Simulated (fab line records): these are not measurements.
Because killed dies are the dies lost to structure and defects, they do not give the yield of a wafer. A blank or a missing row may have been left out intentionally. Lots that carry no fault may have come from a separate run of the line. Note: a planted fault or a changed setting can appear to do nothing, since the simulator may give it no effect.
fab line records	flow n5Finfet	part 2 of 2: steps 4 to 6 of 6
record lots=24	wafers=72	lastDay=19
route steps=1938 shown GATE_CUT@467 MOL_CONTACT_COAG@545
lots that met no fault: taken from a fault-free run of the same line
startH: the number of hours between the record's first day and the start of the first shown wafer of the lot	waitH: how many hours have passed since the lot's step before this one	" the same as in the row above	L1.1+2: one row covering several wafers at once	- no value, or no start given	* or withheld: withheld	< > ~ a bound
route shown NAME@n: NAME is a module with steps in the file, n the number in the route of the first one	usual: average and standard deviation across the fault-free wafers	same: alike in all rows	chamber/n: place in a boat	sites: readings site by site	_std_site: the standard deviation of these	_edge_site: inner sites' mean taken away from outer sites' mean	radiusMm: for every site, how far away it sits from the centre of the wafer	mask NAME#n: copy n	behind: the most recent tool/chamber to have shaped the wafer	hold: cause of the lot's hold/its duration in hours/its outcome	device: the transistor (n, p or np) that didn't switch	end of line: the route-end tests of the same wafers	a step without rows: its recipe alone	killed: dies that structure and defects cost at the first sort, which is not the same as the wafer's yield	map: the dies of a wafer, with x for killed, . for not killed, _ for no die there
set.NAME: setting as actually run; set.NAME@STEP: the setting as run at that earlier step	model.NAME: the simulator's own value behind a step, which no gauge read
route steps across a sampled set of lots; one table per step, one row per wafer
services: from which hour (startH, from the record's first day; less than 0 if before it) a tool's chamber was out of use, for how many hours, and why
## steps
# step N5_GATE_CUT_VAPOR_ETCH_48
# recipe chemistry=BCl3/Cl2	target=TiN	mode=isotropic
# usual drypumpMotorCurrentA=5.5/0.37	oesProductAu=0.78/0.14
lot.wafer	tool	chamber	startH	waitH	drypumpMotorCurrentA	oesProductAu
L074.2	rieMetal-02	0	87.78	0.0	6.1	0.93
L074.4	"	0	"	"	6.1	0.94
L074.5	"	0	"	"	6.1	0.94
L075.1	rieMetal-03	0	97.87	0.0	5.6	0.98
L075.3	"	0	"	"	5.7	0.97
L075.5	"	1	"	"	5.7	0.80
L076.1	rieMetal-03	0	104.74	0.0	5.7	0.96
L076.2	"	1	"	"	5.6	0.78
L076.6	"	0	"	"	5.6	0.96
L078.1	rieMetal-02	0	108.36	0.0	6.1	0.92
L078.2	"	1	"	"	5.5	0.86
L078.6	"	1	"	"	5.5	0.85
L077.2	rieMetal-01	1	113.15	0.0	5.4	0.84
L077.3	"	0	"	"	5.0	0.59
L077.4	"	1	"	"	5.4	0.85
L079.3	rieMetal-02	0	117.52	0.0	6.1	0.91
L079.4	"	1	"	"	5.5	0.84
L079.6	"	0	"	"	6.1	0.90
L080.1	rieMetal-01	0	121.56	0.0	5.0	0.59
L080.2	"	1	"	"	5.4	0.84
L080.6	"	0	"	"	5.0	0.59
L081.2	rieMetal-03	0	129.55	0.0	5.7	0.95
L081.3	"	0	"	"	5.7	0.95
L081.5	"	1	"	"	5.7	0.78
L082.2	rieMetal-02	0	139.29	0.0	6.2	0.90
L082.5	"	0	"	"	6.1	0.90
L082.6	"	1	"	"	5.5	0.85
L083.1	rieMetal-02	0	144.79	0.0	6.1	0.91
L083.2	"	1	"	"	5.5	0.86
L083.3	"	1	"	"	5.5	0.85
L084.1	rieMetal-02	0	156.19	0.0	6.1	0.89
L084.3	"	0	"	"	6.1	0.88
L084.6	"	1	"	"	5.5	0.83
L085.1	rieMetal-02	1	162.69	0.0	5.5	0.83
L085.2	"	0	"	"	6.2	0.88
L085.6	"	0	"	"	6.1	0.88
L086.4	rieMetal-01	0	165.66	0.1	5.0	0.58
L086.5	"	0	"	"	5.0	0.58
L086.6	"	0	"	"	5.0	0.59
L087.1	rieMetal-01	0	168.49	0.1	5.1	0.58
L087.3	"	0	"	"	5.1	0.58
L087.5	"	0	"	"	5.0	0.58
L088.2	rieMetal-03	1	174.98	0.0	5.7	0.77
L088.3	"	0	"	"	5.7	0.93
L088.6	"	1	"	"	5.7	0.77
L089.3	rieMetal-01	0	180.19	0.1	5.0	0.58
L089.4	"	0	"	"	5.1	0.58
L089.6	"	0	"	"	5.0	0.58
L090.1	rieMetal-01	0	183.61	0.1	5.0	0.58
L090.4	"	0	"	"	5.0	0.58
L090.6	"	0	"	"	5.0	0.59
L092.1	rieMetal-03	0	190.33	0.0	5.6	0.91
L092.4	"	1	"	"	5.7	0.77
L092.5	"	1	"	"	5.7	0.77
L091.1	rieMetal-03	0	194.06	0.0	5.7	0.91
L091.3	"	1	"	"	5.7	0.77
L091.4	"	0	"	"	5.6	0.92
L093.1	rieMetal-02	0	202.29	0.0	6.1	0.87
L093.4	"	1	"	"	5.5	0.83
L093.5	"	0	"	"	6.1	0.86
L094.2	rieMetal-03	1	209.99	0.0	5.6	0.76
L094.5	"	1	"	"	5.7	0.76
L094.6	"	0	"	"	5.6	0.91
L095.1	rieMetal-02	1	210.27	0.0	5.5	0.83
L095.3	"	1	"	"	5.5	0.82
L095.4	"	0	"	"	6.1	0.87
L096.4	rieMetal-01	0	219.88	0.1	5.0	0.57
L096.5	"	0	"	"	5.0	0.58
L096.6	"	0	"	"	5.0	0.57
L097.1	rieMetal-01	0	226.44	0.1	5.0	0.57
L097.2	"	0	"	"	5.1	0.57
L097.5	"	0	"	"	5.0	0.57
# step N5_GATE_CUT_CMP_61
# recipe stopOn=SiNx	tOverpolishS=3	postCmpClean=alkalineBrush	downForcePsi=4	platenRpm=27.09	padVelocityMS=0.539
# usual motorCurrentA=12.4/1.2
lot.wafer	tool	chamber	startH	waitH	motorCurrentA
L074.4	cmp-01	3	90.93	0.3	12.1
L074.2	"	1	"	"	12.9
L074.5	"	2	"	"	13.5
L075.3	cmp-01	2	100.46	0.3	13.0
L075.1	"	0	"	"	12.1
L075.5	"	1	"	"	12.4
L076.2	cmp-03	2	107.47	0.3	12.7
L076.1	"	0	"	"	10.5
L076.6	"	1	"	"	14.4
L078.1	cmp-02	3	110.95	0.3	10.3
L078.2	"	0	"	"	11.9
L078.6	"	2	"	"	13.1
L077.2	cmp-03	3	115.71	0.4	11.3
L077.3	"	0	"	"	10.6
L077.4	"	1	"	"	14.6
L079.3	cmp-01	0	120.07	0.4	11.9
L079.4	"	3	"	"	11.6
L079.6	"	0	"	"	11.7
L080.1	cmp-02	1	124.14	0.3	14.2
L080.2	"	2	"	"	12.8
L080.6	"	0	"	"	11.1
L081.3	cmp-01	0	132.14	0.3	11.2
L081.2	"	1	"	"	12.7
L081.5	"	3	"	"	12.9
L082.2	cmp-03	1	142.12	0.2	14.4
L082.6	"	2	"	"	13.2
L082.5	"	3	"	"	10.7
L083.3	cmp-03	3	147.92	0.4	11.3
L083.2	"	1	"	"	14.0
L083.1	"	2	"	"	12.8
L084.3	cmp-03	2	158.91	0.3	12.6
L084.1	"	3	"	"	11.5
L084.6	"	0	"	"	10.5
L085.1	cmp-03	3	165.56	0.3	11.0
L085.2	"	0	"	"	10.5
L085.6	"	2	"	"	12.1
L086.4	cmp-02	1	168.38	0.4	13.6
L086.5	"	1	"	"	13.9
L086.6	"	2	"	"	13.1
L087.1	cmp-02	3	171.19	0.4	10.6
L087.3	"	1	"	"	14.0
L087.5	"	0	"	"	11.9
L088.2	cmp-02	3	177.54	0.4	10.9
L088.3	"	2	"	"	13.4
L088.6	"	0	"	"	12.2
L089.4	cmp-02	0	183.25	0.4	12.3
L089.3	"	2	"	"	13.1
L089.6	"	1	"	"	13.9
L090.1	cmp-01	3	186.32	0.3	12.2
L090.4	"	0	"	"	11.5
L090.6	"	1	"	"	13.2
L092.4	cmp-03	2	193.49	0.4	13.1
L092.1	"	1	"	"	14.5
L092.5	"	3	"	"	11.2
L091.3	cmp-03	2	198.81	0.3	13.4
L091.4	"	3	"	"	12.0
L091.1	"	0	"	"	10.4
L093.1	cmp-01	1	204.87	0.3	12.9
L093.4	"	3	"	"	12.3
L093.5	"	1	"	"	12.7
L094.2	cmp-02	1	212.59	0.3	13.6
L094.6	"	0	"	"	11.8
L094.5	"	1	"	"	12.8
L095.3	cmp-03	1	212.83	0.4	13.9
L095.1	"	2	"	"	12.7
L095.4	"	0	"	"	11.1
L096.4	cmp-02	2	222.67	0.3	13.2
L096.5	"	1	"	"	13.9
L096.6	"	2	"	"	13.3
L097.2	cmp-02	1	229.15	0.4	13.9
L097.1	"	3	"	"	11.0
L097.5	"	1	"	"	13.6
# step N5_MOL_CONTACT_COAG_SIL_ANNEAL_21
# recipe tempC=550	timeS=60	ambient=N2
# usual lampPowerPct=6.43/0.033	lamp_zone_5_pct=6.45/0.033	lamp_zone_7_pct=6.76/0.036	wafer_temp_C_max=552.9/0.96
lot.wafer	tool	chamber	startH	waitH	lampPowerPct	lamp_zone_5_pct	lamp_zone_7_pct	wafer_temp_C_max
L074.2	rtpAnneal-01	0	93.13	0.3	6.39	6.41	6.72	552.9
L074.4	"	0	"	"	6.40	6.41	6.72	551.6
L074.5	"	0	"	"	6.39	6.40	6.72	551.7
L075.1	rtpAnneal-01	0	103.01	0.2	6.40	6.41	6.72	552.3
L075.3	"	0	"	"	6.39	6.41	6.73	552.4
L075.5	"	0	"	"	6.39	6.41	6.72	551.6
L076.1	rtpAnneal-01	0	109.89	0.2	6.39	6.41	6.72	551.5
L076.2	"	0	"	"	6.39	6.41	6.72	552.4
L076.6	"	0	"	"	6.39	6.39	6.72	552.2
L078.1	rtpAnneal-01	0	114.12	0.3	6.39	6.40	6.73	552.9
L078.2	"	0	"	"	6.40	6.40	6.72	551.9
L078.6	"	0	"	"	6.39	6.40	6.72	552.0
L077.2	rtpAnneal-01	0	118.05	0.2	6.40	6.41	6.73	552.0
L077.3	"	0	"	"	6.38	6.40	6.73	552.3
L077.4	"	0	"	"	6.40	6.41	6.71	551.5
L079.3	rtpAnneal-02	0	122.25	0.3	6.46	6.48	6.79	554.7
L079.4	"	0	"	"	6.47	6.47	6.78	554.0
L079.6	"	0	"	"	6.46	6.46	6.79	553.6
L080.1	rtpAnneal-02	0	126.40	0.2	6.47	6.48	6.79	552.9
L080.2	"	0	"	"	6.46	6.48	6.79	553.4
L080.6	"	0	"	"	6.47	6.47	6.78	553.2
L081.2	rtpAnneal-02	0	135.09	0.4	6.46	6.48	6.80	552.7
L081.3	"	0	"	"	6.47	6.47	6.78	553.2
L081.5	"	0	"	"	6.47	6.47	6.78	553.2
L082.2	rtpAnneal-01	0	144.40	0.2	6.39	6.41	6.73	551.6
L082.5	"	0	"	"	6.40	6.40	6.71	551.7
L082.6	"	0	"	"	6.41	6.41	6.72	551.7
L083.1	rtpAnneal-01	0	150.52	0.2	6.40	6.42	6.72	551.8
L083.2	"	0	"	"	6.40	6.40	6.72	551.9
L083.3	"	0	"	"	6.39	6.40	6.71	551.5
L084.1	rtpAnneal-01	0	161.92	0.4	6.41	6.41	6.72	551.6
L084.3	"	0	"	"	6.39	6.40	6.72	551.8
L084.6	"	0	"	"	6.39	6.41	6.72	551.8
L085.1	rtpAnneal-02	0	167.71	0.2	6.46	6.47	6.78	555.3
L085.2	"	0	"	"	6.46	6.48	6.79	553.0
L085.6	"	0	"	"	6.47	6.48	6.79	554.2
L086.4	rtpAnneal-02	0	170.55	0.3	6.46	6.47	6.79	553.5
L086.5	"	0	"	"	6.47	6.47	6.79	553.9
L086.6	"	0	"	"	6.46	6.47	6.79	553.6
L087.1	rtpAnneal-02	0	174.50	0.2	6.46	6.48	6.79	553.2
L087.3	"	0	"	"	6.47	6.47	6.80	553.9
L087.5	"	0	"	"	6.46	6.48	6.79	554.9
L088.2	rtpAnneal-02	0	179.65	0.2	6.46	6.47	6.79	554.3
L088.3	"	0	"	"	6.45	6.46	6.78	553.6
L088.6	"	0	"	"	6.46	6.47	6.78	554.4
L089.3	rtpAnneal-02	0	185.57	0.3	6.46	6.48	6.79	552.7
L089.4	"	0	"	"	6.46	6.47	6.79	553.2
L089.6	"	0	"	"	6.47	6.48	6.80	553.4
L090.1	rtpAnneal-01	0	188.38	0.2	6.40	6.40	6.71	551.8
L090.4	"	0	"	"	6.39	6.40	6.72	551.7
L090.6	"	0	"	"	6.39	6.40	6.72	551.9
L092.1	rtpAnneal-02	0	195.81	0.2	6.46	6.47	6.78	555.0
L092.4	"	0	"	"	6.45	6.47	6.79	554.4
L092.5	"	0	"	"	6.47	6.48	6.79	553.6
L091.1	rtpAnneal-02	0	200.90	0.2	6.46	6.48	6.80	553.7
L091.3	"	0	"	"	6.46	6.47	6.78	553.0
L091.4	"	0	"	"	6.45	6.48	6.79	552.3
L093.1	rtpAnneal-02	0	208.31	0.4	6.46	6.47	6.81	554.0
L093.4	"	0	"	"	6.46	6.46	6.78	553.7
L093.5	"	0	"	"	6.46	6.48	6.78	553.0
L094.2	rtpAnneal-01	0	214.81	0.3	6.40	6.41	6.72	551.7
L094.5	"	0	"	"	6.40	6.40	6.72	552.4
L094.6	"	0	"	"	6.40	6.41	6.72	552.9
L095.1	rtpAnneal-02	0	215.26	0.3	6.46	6.47	6.79	553.5
L095.3	"	0	"	"	6.47	6.48	6.79	554.4
L095.4	"	0	"	"	6.45	6.47	6.79	553.6
L096.4	rtpAnneal-02	0	225.71	0.3	6.47	6.48	6.79	553.7
L096.5	"	0	"	"	6.45	6.47	6.79	553.6
L096.6	"	0	"	"	6.46	6.47	6.79	553.2
L097.1	rtpAnneal-02	0	231.82	0.3	6.46	6.48	6.79	553.2
L097.2	"	0	"	"	6.46	6.47	6.78	553.6
L097.5	"	0	"	"	6.47	6.47	6.79	554.5
## services
tool	chamber	startH	hours	kind
cmp-03	-	59.86	5.8	pm
rieDiel-04	0	61.47	8.6	repair
rieDiel-05	1	68.25	16.4	repair
rieDiel-05	-	69.73	15.6	pm
rieMetal-03	1	79.41	17.3	repair
rieDiel-04	2	79.75	5.4	repair
rieMetal-03	0	85.81	3.8	repair
cmp-01	-	117.98	0.6	repair
cmp-01	-	124.82	5.8	repair
rieDiel-02	0	137.14	1.7	repair
rieDiel-05	0	139.20	12.1	repair
cmp-02	-	139.49	4.0	pm
cmp-02	-	143.49	11.0	pm
rieMetal-01	1	144.96	112.8	repair
cmp-01	-	162.61	1.0	repair
rieMetal-03	1	165.66	1.4	repair
rieDiel-02	2	167.26	2.7	repair
rieDiel-04	3	171.42	1.6	repair
cmp-01	-	173.77	0.7	repair
cmp-01	-	177.34	6.2	pm
rieMetal-01	-	188.23	0.6	repair
rieDiel-04	1	190.80	1.3	repair
rtpAnneal-02	-	220.97	2.9	pm
rieDiel-05	-	229.87	0.2	repair
